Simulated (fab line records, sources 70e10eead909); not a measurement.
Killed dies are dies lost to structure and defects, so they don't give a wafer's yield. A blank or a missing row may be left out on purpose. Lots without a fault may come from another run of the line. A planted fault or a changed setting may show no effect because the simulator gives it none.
Which tool did it? | flow nand_harc | 24 lots, 72 wafers sampled, at 6 steps of a route of 1159

WHAT THE GAUGES READ, wafer by wafer
The record holds no reading of a measuring or inspecting step that can be judged against a usual standard deviation.

WHICH TOOL RAN EACH LOT (tool, then ch and the chambers of the sampled wafers, then the start)
lot  | NHARC_A_STAIRCASE_TRIM_187         | NHARC_A_STAIRCASE_ETCH_190                    | NHARC_A_STAIRCASE_ETCH_227                    | NHARC_A_STAIRCASE_TRIM_235                    | NHARC_A_STAIRCASE_STRIP_238          | NHARC_A_STAIRCASE_DESCUM_312
L074 | rie_diel-12 ch 0,1,3, day 11 03:28 | rie_diel-12 ch 0,2,3, day 11 12:41 or earlier | rie_diel-08 ch 1,3, day 11 12:41 or earlier   | rie_diel-08 ch 1,3, day 11 12:41 or earlier   | plasma_asher-01 ch 0,1, day 11 12:41 | rie_diel-08 ch 2,3, day 11 23:59
L075 | rie_diel-08 ch 1,2, day 11 03:59   | rie_diel-08 ch 1,2, day 11 12:38 or earlier   | rie_diel-12 ch 0,1,3, day 11 12:38 or earlier | rie_diel-06 ch 1,3, day 11 12:38 or earlier   | plasma_asher-02 ch 0,1, day 11 12:38 | rie_diel-06 ch 0,1,3, day 12 00:19
L076 | rie_diel-12 ch 0,1,3, day 11 13:41 | rie_diel-12 ch 1,3, day 11 20:23 or earlier   | rie_diel-08 ch 1,3, day 11 20:23 or earlier   | rie_diel-06 ch 1,2,3, day 11 20:23 or earlier | plasma_asher-01 ch 0,1, day 11 20:23 | rie_diel-08 ch 2,3, day 12 07:05
L077 | rie_diel-08 ch 0,2,3, day 11 19:26 | rie_diel-08 ch 0,2,3, day 12 04:16 or earlier | rie_diel-08 ch 0,1,2, day 12 04:16 or earlier | rie_diel-06 ch 0,2, day 12 04:16 or earlier   | plasma_asher-02 ch 0,1, day 12 04:16 | rie_diel-08 ch 0,1, day 12 14:38
L078 | rie_diel-06 ch 1,3, day 11 20:54   | rie_diel-06 ch 1,2, day 12 03:37 or earlier   | rie_diel-12 ch 0,1,2, day 12 03:37 or earlier | rie_diel-12 ch 0,2, day 12 03:37 or earlier   | plasma_asher-01 ch 0,1, day 12 03:37 | rie_diel-12 ch 0,2,3, day 12 16:41
L080 | rie_diel-08 ch 1,3, day 12 03:36   | rie_diel-08 ch 0,2,3, day 12 09:56 or earlier | rie_diel-06 ch 1,2,3, day 12 09:56 or earlier | rie_diel-08 ch 0,2,3, day 12 09:56 or earlier | plasma_asher-02 ch 0, day 12 09:56   | rie_diel-12 ch 1,2, day 12 21:54
L079 | rie_diel-08 ch 0,2,3, day 12 04:19 | rie_diel-08 ch 1,2,3, day 12 11:11 or earlier | rie_diel-06 ch 1,2, day 12 11:11 or earlier   | rie_diel-08 ch 1,2,3, day 12 11:11 or earlier | plasma_asher-02 ch 0,1, day 12 11:11 | rie_diel-08 ch 0,1,3, day 12 22:56
L083 | rie_diel-12 ch 1,2, day 12 15:44   | rie_diel-12 ch 0,1,3, day 13 00:19 or earlier | rie_diel-06 ch 0,3, day 13 00:19 or earlier   | rie_diel-06 ch 0,1, day 13 00:19 or earlier   | plasma_asher-02 ch 0,1, day 13 00:19 | rie_diel-12 ch 0,3, day 13 12:56
L082 | rie_diel-12 ch 0,1,3, day 12 16:05 | rie_diel-12 ch 0,1,2, day 12 22:17 or earlier | rie_diel-08 ch 0,2,3, day 12 22:17 or earlier | rie_diel-08 ch 0,2,3, day 12 22:17 or earlier | plasma_asher-02 ch 0,1, day 12 22:17 | rie_diel-06 ch 0,1,3, day 13 09:46
L081 | rie_diel-08 ch 2,3, day 13 02:10   | rie_diel-08 ch 0,3, day 13 08:17 or earlier   | rie_diel-08 ch 0,2,3, day 13 08:17 or earlier | rie_diel-06 ch 0,1,2, day 13 08:17 or earlier | plasma_asher-01 ch 0,1, day 13 08:17 | rie_diel-06 ch 0,1,2, day 13 20:29
L085 | rie_diel-08 ch 0,1,2, day 13 10:59 | rie_diel-08 ch 0,1, day 13 20:37 or earlier   | rie_diel-12 ch 2,3, day 13 20:37 or earlier   | rie_diel-12 ch 0,1, day 13 20:37 or earlier   | plasma_asher-01 ch 0,1, day 13 20:37 | rie_diel-08 ch 0,1,3, day 14 07:01
L084 | rie_diel-12 ch 0,1, day 13 14:15   | rie_diel-12 ch 0,2,3, day 13 21:32 or earlier | rie_diel-12 ch 0,1, day 13 21:32 or earlier   | rie_diel-12 ch 0,2,3, day 13 21:32 or earlier | plasma_asher-02 ch 0,1, day 13 21:32 | rie_diel-12 ch 0,2,3, day 14 08:13
L087 | rie_diel-08 ch 0,1, day 14 03:44   | rie_diel-08 ch 0,1,3, day 14 12:19 or earlier | rie_diel-12 ch 0,2,3, day 14 12:19 or earlier | rie_diel-08 ch 0,2,3, day 14 12:19 or earlier | plasma_asher-02 ch 0,1, day 14 12:19 | rie_diel-06 ch 0,2, day 14 23:31
L086 | rie_diel-12 ch 1,2,3, day 14 04:20 | rie_diel-12 ch 0,2,3, day 14 11:59 or earlier | rie_diel-06 ch 0,2,3, day 14 11:59 or earlier | rie_diel-08 ch 1,2,3, day 14 11:59 or earlier | plasma_asher-01 ch 0,1, day 14 11:59 | rie_diel-08 ch 0,1,3, day 14 22:15
L088 | rie_diel-12 ch 0,1, day 14 07:52   | rie_diel-12 ch 0,1,2, day 14 18:00 or earlier | rie_diel-06 ch 0,2, day 14 18:00 or earlier   | rie_diel-12 ch 0,1,3, day 14 18:00 or earlier | plasma_asher-01 ch 0,1, day 14 18:00 | rie_diel-12 ch 1,2, day 15 05:30
L089 | rie_diel-12 ch 1,2,3, day 14 18:37 | rie_diel-12 ch 1,2,3, day 15 00:53 or earlier | rie_diel-06 ch 0,1,2, day 15 00:53 or earlier | rie_diel-06 ch 0,1,2, day 15 00:53 or earlier | plasma_asher-01 ch 0,1, day 15 00:53 | rie_diel-12 ch 2,3, day 15 12:12
L090 | rie_diel-12 ch 2,3, day 15 04:44   | rie_diel-12 ch 0,2,3, day 15 11:31 or earlier | rie_diel-08 ch 0,2,3, day 15 11:31 or earlier | rie_diel-12 ch 1,2,3, day 15 11:31 or earlier | plasma_asher-02 ch 0,1, day 15 11:31 | rie_diel-08 ch 0,1,3, day 16 00:52
L091 | rie_diel-12 ch 0,1, day 15 05:05   | rie_diel-12 ch 2,3, day 15 12:40 or earlier   | rie_diel-06 ch 2,3, day 15 12:40 or earlier   | rie_diel-08 ch 0,1,2, day 15 12:40 or earlier | plasma_asher-02 ch 0,1, day 15 12:40 | rie_diel-08 ch 0,2, day 16 01:52
L093 | rie_diel-08 ch 1,2,3, day 15 10:18 | rie_diel-08 ch 1,2,3, day 15 16:11 or earlier | rie_diel-08 ch 1,2,3, day 15 16:11 or earlier | rie_diel-08 ch 0,1,2, day 15 16:11 or earlier | plasma_asher-01 ch 0,1, day 15 16:11 | rie_diel-12 ch 1,2,3, day 16 04:04
L092 | rie_diel-06 ch 0,1, day 15 10:41   | rie_diel-06 ch 0,1,2, day 15 16:58 or earlier | rie_diel-06 ch 0,3, day 15 16:58 or earlier   | rie_diel-06 ch 0,2,3, day 15 16:58 or earlier | plasma_asher-02 ch 1, day 15 16:58   | rie_diel-12 ch 1,2, day 16 05:38
L094 | rie_diel-06 ch 0,2,3, day 15 20:35 | rie_diel-06 ch 0,3, day 16 02:37 or earlier   | rie_diel-08 ch 1,3, day 16 02:37 or earlier   | rie_diel-06 ch 1,2,3, day 16 02:37 or earlier | plasma_asher-01 ch 0,1, day 16 02:37 | rie_diel-06 ch 1,2, day 16 14:44
L095 | rie_diel-08 ch 0,1,3, day 15 21:11 | rie_diel-08 ch 2,3, day 16 03:21 or earlier   | rie_diel-06 ch 2,3, day 16 03:21 or earlier   | rie_diel-12 ch 1,2,3, day 16 03:21 or earlier | plasma_asher-01 ch 0,1, day 16 03:21 | rie_diel-08 ch 0,1,3, day 16 15:37
L097 | rie_diel-06 ch 0,1,2, day 16 12:35 | rie_diel-06 ch 2,3, day 16 19:04 or earlier   | rie_diel-12 ch 1,3, day 16 19:04 or earlier   | rie_diel-06 ch 0,2,3, day 16 19:04 or earlier | plasma_asher-01 ch 0,1, day 16 19:04 | rie_diel-08 ch 1,2,3, day 17 07:20
L096 | rie_diel-06 ch 0,1,3, day 16 19:29 | rie_diel-06 ch 2,3, day 17 04:20 or earlier   | rie_diel-08 ch 0,1,2, day 17 04:20 or earlier | rie_diel-08 ch 0,1,3, day 17 04:20 or earlier | plasma_asher-02 ch 0,1, day 17 04:20 | rie_diel-06 ch 0,1,3, day 17 16:29
- NHARC_A_STAIRCASE_TRIM_187: chemistry O2, time 211.2 s.
- NHARC_A_STAIRCASE_ETCH_190: etches the open film in C4F8/O2, target depth 100 nm, time 40.5 s.
- NHARC_A_STAIRCASE_ETCH_227: etches the open film in C4F8/O2, target depth 100 nm, time 40.5 s.
- NHARC_A_STAIRCASE_TRIM_235: chemistry O2, time 211.2 s.
- NHARC_A_STAIRCASE_STRIP_238: strips in O2.
- NHARC_A_STAIRCASE_DESCUM_312: chemistry O2, time 3 s.

WHAT THE TOOLS THEMSELVES READ (means of the sampled wafers that have a number; where no wafer has one, the mark that the record gives instead)
NHARC_A_STAIRCASE_TRIM_187.
lot  | tool        | drypump_motor_current_A (A) | oes_product_au (a.u.) | rf_vpp_V (V) | showerhead_plenum_p_Torr (Torr) | throttle_valve_pct (%)
L074 | rie_diel-12 | 5.5                         | 0.986                 | 58.1         | 3.54                            | 17.037
L075 | rie_diel-08 | 6.1                         | 0.999                 | 57.5         | 3.45                            | 17.038
L076 | rie_diel-12 | 5.5                         | 0.991                 | 58.5         | 3.54                            | 17.031
L077 | rie_diel-08 | 5.6                         | 1.005                 | 58.0         | 3.40                            | 17.034
L078 | rie_diel-06 | 6.0                         | 0.997                 | 58.5         | 3.66                            | 17.031
L080 | rie_diel-08 | 6.1                         | 1.000                 | 57.1         | 3.62                            | 17.034
L079 | rie_diel-08 | 5.6                         | 1.002                 | 57.9         | 3.40                            | 17.042
L083 | rie_diel-12 | 5.6                         | 0.987                 | 58.1         | 3.57                            | 17.043
L082 | rie_diel-12 | 5.5                         | 0.986                 | 57.3         | 3.53                            | 17.034
L081 | rie_diel-08 | 5.4                         | 0.995                 | 56.8         | 3.41                            | 17.036
L085 | rie_diel-08 | 6.1                         | 1.010                 | 57.6         | 3.47                            | 17.041
L084 | rie_diel-12 | 5.9                         | 0.978                 | 58.9         | 3.60                            | 17.040
L087 | rie_diel-08 | 6.3                         | 0.999                 | 58.3         | 3.59                            | 17.039
L086 | rie_diel-12 | 5.4                         | 1.000                 | 58.1         | 3.53                            | 17.029
L088 | rie_diel-12 | 5.9                         | 0.985                 | 56.6         | 3.56                            | 17.033
L089 | rie_diel-12 | 5.4                         | 0.991                 | 57.7         | 3.52                            | 17.036
L090 | rie_diel-12 | 5.0                         | 1.000                 | 57.8         | 3.45                            | 17.039
L091 | rie_diel-12 | 5.9                         | 0.974                 | 58.1         | 3.55                            | 17.044
L093 | rie_diel-08 | 5.9                         | 0.997                 | 57.0         | 3.48                            | 17.044
L092 | rie_diel-06 | 5.5                         | 0.995                 | 58.4         | 3.52                            | 17.023
L094 | rie_diel-06 | 5.8                         | 1.002                 | 58.0         | 3.57                            | 17.039
L095 | rie_diel-08 | 5.9                         | 0.993                 | 57.4         | 3.51                            | 17.038
L097 | rie_diel-06 | 5.7                         | 0.994                 | 58.3         | 3.55                            | 17.034
L096 | rie_diel-06 | 5.7                         | 0.998                 | 57.3         | 3.58                            | 17.039

NHARC_A_STAIRCASE_ETCH_190.
lot  | tool        | oes_product_au (a.u.) | rf_vpp_V (V)
L074 | rie_diel-12 | 0.944                 | 895
L075 | rie_diel-08 | 0.941                 | 893
L076 | rie_diel-12 | 0.938                 | 896
L077 | rie_diel-08 | 0.935                 | 891
L078 | rie_diel-06 | 0.944                 | 900
L080 | rie_diel-08 | 0.948                 | 890
L079 | rie_diel-08 | 0.945                 | 894
L083 | rie_diel-12 | 0.930                 | 896
L082 | rie_diel-12 | 0.934                 | 897
L081 | rie_diel-08 | 0.937                 | 894
L085 | rie_diel-08 | 0.933                 | 895
L084 | rie_diel-12 | 0.948                 | 895
L087 | rie_diel-08 | 0.936                 | 896
L086 | rie_diel-12 | 0.931                 | 894
L088 | rie_diel-12 | 0.918                 | 897
L089 | rie_diel-12 | 0.942                 | 897
L090 | rie_diel-12 | 0.941                 | 894
L091 | rie_diel-12 | 0.937                 | 893
L093 | rie_diel-08 | 0.924                 | 894
L092 | rie_diel-06 | 0.936                 | 897
L094 | rie_diel-06 | 0.935                 | 895
L095 | rie_diel-08 | 0.941                 | 891
L097 | rie_diel-06 | 0.940                 | 899
L096 | rie_diel-06 | 0.948                 | 899

NHARC_A_STAIRCASE_ETCH_227.
lot  | tool        | oes_product_au (a.u.) | rf_vpp_V (V)
L074 | rie_diel-08 | 0.933                 | 899
L075 | rie_diel-12 | 0.935                 | 896
L076 | rie_diel-08 | 0.928                 | 897
L077 | rie_diel-08 | 0.930                 | 894
L078 | rie_diel-12 | 0.925                 | 897
L080 | rie_diel-06 | 0.958                 | 901
L079 | rie_diel-06 | 0.946                 | 900
L083 | rie_diel-06 | 0.944                 | 896
L082 | rie_diel-08 | 0.948                 | 891
L081 | rie_diel-08 | 0.939                 | 891
L085 | rie_diel-12 | 0.938                 | 894
L084 | rie_diel-12 | 0.933                 | 897
L087 | rie_diel-12 | 0.933                 | 894
L086 | rie_diel-06 | 0.940                 | 897
L088 | rie_diel-06 | 0.945                 | 895
L089 | rie_diel-06 | 0.943                 | 897
L090 | rie_diel-08 | 0.933                 | 890
L091 | rie_diel-06 | 0.948                 | 899
L093 | rie_diel-08 | 0.940                 | 895
L092 | rie_diel-06 | 0.934                 | 896
L094 | rie_diel-08 | 0.933                 | 896
L095 | rie_diel-06 | 0.943                 | 899
L097 | rie_diel-12 | 0.930                 | 898
L096 | rie_diel-08 | 0.939                 | 893

NHARC_A_STAIRCASE_TRIM_235.
lot  | tool        | drypump_motor_current_A (A) | oes_product_au (a.u.) | rf_vpp_V (V) | showerhead_plenum_p_Torr (Torr) | throttle_valve_pct (%)
L074 | rie_diel-08 | 6.1                         | 0.995                 | 57.6         | 3.62                            | 17.031
L075 | rie_diel-06 | 6.0                         | 1.002                 | 57.6         | 3.66                            | 17.030
L076 | rie_diel-06 | 6.1                         | 0.996                 | 57.5         | 3.65                            | 17.036
L077 | rie_diel-06 | 5.9                         | 1.008                 | 57.7         | 3.56                            | 17.035
L078 | rie_diel-12 | 5.7                         | 0.980                 | 57.5         | 3.52                            | 17.041
L080 | rie_diel-08 | 5.6                         | 1.005                 | 58.1         | 3.40                            | 17.033
L079 | rie_diel-08 | 5.9                         | 0.999                 | 57.6         | 3.49                            | 17.039
L083 | rie_diel-06 | 5.6                         | 1.003                 | 58.9         | 3.59                            | 17.047
L082 | rie_diel-08 | 5.6                         | 0.999                 | 57.5         | 3.40                            | 17.038
L081 | rie_diel-06 | 5.8                         | 1.001                 | 58.9         | 3.57                            | 17.035
L085 | rie_diel-12 | 6.0                         | 0.989                 | 57.9         | 3.60                            | 17.037
L084 | rie_diel-12 | 5.3                         | 0.997                 | 57.2         | 3.49                            | 17.042
L087 | rie_diel-08 | 5.6                         | 1.000                 | 57.7         | 3.39                            | 17.034
L086 | rie_diel-08 | 5.9                         | 1.002                 | 58.2         | 3.49                            | 17.034
L088 | rie_diel-12 | 5.5                         | 0.983                 | 58.2         | 3.52                            | 17.042
L089 | rie_diel-06 | 5.7                         | 0.999                 | 58.0         | 3.56                            | 17.035
L090 | rie_diel-12 | 5.4                         | 0.994                 | 58.1         | 3.52                            | 17.049
L091 | rie_diel-08 | 6.1                         | 0.993                 | 57.4         | 3.47                            | 17.032
L093 | rie_diel-08 | 6.1                         | 1.001                 | 57.1         | 3.47                            | 17.033
L092 | rie_diel-06 | 5.8                         | 1.000                 | 57.8         | 3.57                            | 17.029
L094 | rie_diel-06 | 6.1                         | 1.000                 | 57.9         | 3.63                            | 17.036
L095 | rie_diel-12 | 5.4                         | 0.991                 | 56.6         | 3.52                            | 17.038
L097 | rie_diel-06 | 5.8                         | 0.997                 | 57.9         | 3.56                            | 17.034
L096 | rie_diel-08 | 5.9                         | 0.994                 | 57.7         | 3.50                            | 17.035

NHARC_A_STAIRCASE_STRIP_238.
lot  | tool            | drypump_motor_current_A (A) | heater_power_w (W)
L074 | plasma_asher-01 | 5.8                         | 346
L075 | plasma_asher-02 | 6.1                         | 305
L076 | plasma_asher-01 | 5.9                         | 339
L077 | plasma_asher-02 | 6.1                         | 307
L078 | plasma_asher-01 | 5.8                         | 346
L080 | plasma_asher-02 | 5.1                         | 304
L079 | plasma_asher-02 | 5.6                         | 303
L083 | plasma_asher-02 | 5.6                         | 304
L082 | plasma_asher-02 | 6.1                         | 304
L081 | plasma_asher-01 | 5.8                         | 356
L085 | plasma_asher-01 | 5.9                         | 354
L084 | plasma_asher-02 | 5.6                         | 308
L087 | plasma_asher-02 | 5.6                         | 307
L086 | plasma_asher-01 | 5.8                         | 353
L088 | plasma_asher-01 | 5.8                         | 349
L089 | plasma_asher-01 | 5.8                         | 352
L090 | plasma_asher-02 | 5.6                         | 306
L091 | plasma_asher-02 | 5.6                         | 306
L093 | plasma_asher-01 | 5.8                         | 358
L092 | plasma_asher-02 | 6.6                         | 304
L094 | plasma_asher-01 | 5.8                         | 355
L095 | plasma_asher-01 | 5.8                         | 351
L097 | plasma_asher-01 | 5.8                         | 355
L096 | plasma_asher-02 | 6.1                         | 328

NHARC_A_STAIRCASE_DESCUM_312.
lot  | tool        | drypump_motor_current_A (A) | oes_product_au (a.u.) | rf_vpp_V (V) | showerhead_plenum_p_Torr (Torr) | throttle_valve_pct (%)
L074 | rie_diel-08 | 5.4                         | 1.000                 | 58.0         | 1.85                            | 11.320
L075 | rie_diel-06 | 5.7                         | 0.998                 | 57.8         | 1.95                            | 11.313
L076 | rie_diel-08 | 5.4                         | 1.003                 | 57.4         | 1.85                            | 11.311
L077 | rie_diel-08 | 6.1                         | 0.999                 | 57.6         | 1.90                            | 11.307
L078 | rie_diel-12 | 5.3                         | 0.995                 | 57.8         | 1.89                            | 11.318
L080 | rie_diel-12 | 5.8                         | 0.985                 | 57.3         | 1.96                            | 11.313
L079 | rie_diel-08 | 5.9                         | 0.997                 | 58.4         | 1.91                            | 11.313
L083 | rie_diel-12 | 5.4                         | 0.987                 | 57.6         | 1.89                            | 11.318
L082 | rie_diel-06 | 5.7                         | 0.993                 | 59.0         | 1.95                            | 11.304
L081 | rie_diel-06 | 5.7                         | 0.996                 | 57.6         | 1.94                            | 11.308
L085 | rie_diel-08 | 5.8                         | 0.991                 | 57.7         | 1.91                            | 11.310
L084 | rie_diel-12 | 5.3                         | 0.995                 | 57.5         | 1.89                            | 11.308
L087 | rie_diel-06 | 5.8                         | 0.997                 | 57.4         | 1.92                            | 11.312
L086 | rie_diel-08 | 5.8                         | 0.989                 | 58.6         | 1.91                            | 11.306
L088 | rie_diel-12 | 5.6                         | 1.004                 | 57.5         | 1.93                            | 11.313
L089 | rie_diel-12 | 5.2                         | 1.001                 | 58.1         | 1.88                            | 11.307
L090 | rie_diel-08 | 5.9                         | 0.997                 | 58.2         | 1.90                            | 11.309
L091 | rie_diel-08 | 5.8                         | 1.007                 | 57.3         | 1.80                            | 11.309
L093 | rie_diel-12 | 5.4                         | 0.992                 | 57.9         | 1.91                            | 11.310
L092 | rie_diel-12 | 5.8                         | 0.990                 | 57.7         | 1.95                            | 11.311
L094 | rie_diel-06 | 5.9                         | 0.983                 | 58.2         | 1.96                            | 11.320
L095 | rie_diel-08 | 5.9                         | 0.995                 | 57.3         | 1.90                            | 11.310
L097 | rie_diel-08 | 5.9                         | 0.998                 | 56.9         | 1.88                            | 11.310
L096 | rie_diel-06 | 5.7                         | 0.999                 | 57.6         | 1.94                            | 11.310

THE ANSWER, worked out from the rows above alone
Rule: what is usual is taken from the lots themselves. Put in order of their means at a reading, lots are off if they are a third of the lots or fewer, leave a main group of 4 or more, and stand apart from it by a gap of 3 or more times the standard deviation of the main group's means; of several such gaps the widest counts. A main group whose means are all the same, to the digits that the tables above print for the reading, isn't used. A lot without any number at a reading at which 4 lots or more have one is off too. The other lots that the step has rows for count as sound. The gauges are gone through in route order, then the tools' own readings, and for those a lot's mean is taken as printed above. The first step at which some lot is off is used, and at that step the reading that is off furthest; a lot without a number counts as furthest.
No lot is off at any reading shown: from this, nothing can be told.

WHAT THE SIMULATOR HAD PUT IN
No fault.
